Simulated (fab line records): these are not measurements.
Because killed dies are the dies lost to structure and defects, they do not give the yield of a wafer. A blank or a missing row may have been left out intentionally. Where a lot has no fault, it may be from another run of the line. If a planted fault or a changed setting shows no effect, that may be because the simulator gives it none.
Code-filled problem report in 8D (eight disciplines) form    flow n5 finfet    the parts of the form that need people (team, actions taken, sign-off) are left out

1. WHAT WENT WRONG
killed_at_M4_up at N5_PASSIVATION_PROBE_49 reads a mean of 88 on 6 wafers of 2 lots; wafers without a fault read 13 with a standard deviation of 5.4. Relative to the usual mean, that is a shift of +14 standard deviations.
Earliest sighting: wafer L881.1 on prober-01 at day 17 04:36. The record has a number at this step for 9 wafers belonging to 4 lots. Rule for "out", or "out of limits": more than 4 standard deviations from the usual mean. The other wafers with a number count as sound.

2. WHAT IT IS, AND WHAT IT ISN'T
question                     is                      is not
which readings at this step  killed_at_M4_up         killed at contacts, killed at front end, killed at other, killed open, killed short, sort_bin_4_leakage
which lots                   L881, L882              L873, L877
which wafers of those lots   all that have a number  -
read on which tools          prober-01, prober-02    -
when                         from day 17 04:36       up to then (3 sound wafers)

3. WHAT RULES OUT EACH SUSPECT
Counting: a tool stays on the suspect list if, at a process step up to the reading, it processed all lots that are out and no sound lot following the first of them.
- rie diel-06 at N5_BEOL_M15_ETCH_38 (etches SiCN in CF4/N2, target depth 106.4 nm, time 120.5 s): kept. It ran every lot that is out, first L881 (day 16 12:55), and no sound lot after that; its last sound lot up to then is L877 (day 15 06:00).
The count leaves rie diel-06 at N5_BEOL_M15_ETCH_38.

4. THE CAUSE (what the simulator had put in)
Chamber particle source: rie diel-06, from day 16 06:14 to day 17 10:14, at N5_BEOL_M15_ETCH_38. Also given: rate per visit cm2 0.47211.
After counting, this tool was the only one left.

5. THE EFFECT CHAIN, in route order
Rows list readings where the struck wafers' mean (over those with a number) sits beyond 3 standard deviations from the usual. Only readings whose record carries a usual standard deviation are examined. hours: median over the lots of the time between each lot's start at the first step of this table that gives one and its start at this step. sigmas: the change, counted in usual standard deviations.
hours  step                     reading               usual   on struck wafers  change  sigmas
0      N5_PASSIVATION_PROBE_49  defect limited yield  90.9 %  84.4              -6.5    -4.0
0      N5_PASSIVATION_PROBE_49  killed_at_M4_up       13      88                +74     +14
0      N5_PASSIVATION_PROBE_49  killed dies           107     184               +77     +4.3
0      N5_PASSIVATION_PROBE_49  killed on rim         14      29                +15     +3.6
0      N5_PASSIVATION_PROBE_49  sort_bin_5_function   5.3 %   9.7               +4.4    +4.4
0      N5_PASSIVATION_PROBE_49  sort n pass           1073    996               -77     -4.1
0      N5_PASSIVATION_PROBE_49  sort yield pct        90.9 %  84.4              -6.5    -4.1
Process steps it contains:
- N5_PASSIVATION_PROBE_49

6. WHAT WOULD HAVE CAUGHT IT SOONER
22 hours passed between the start of the fault at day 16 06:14 and the first reading out of limits in this record, taken at day 17 04:36.
Of the tool readings at N5_BEOL_M15_ETCH_38 for which the record gives a usual standard deviation, none was out on any struck wafer, so an alarm limit of 4 standard deviations on them would not have fired.
Lots out: 2; of these, L882 started N5_BEOL_M15_ETCH_38 on rie diel-06 after day 17 04:36. Holding the tool at that time would have saved it.
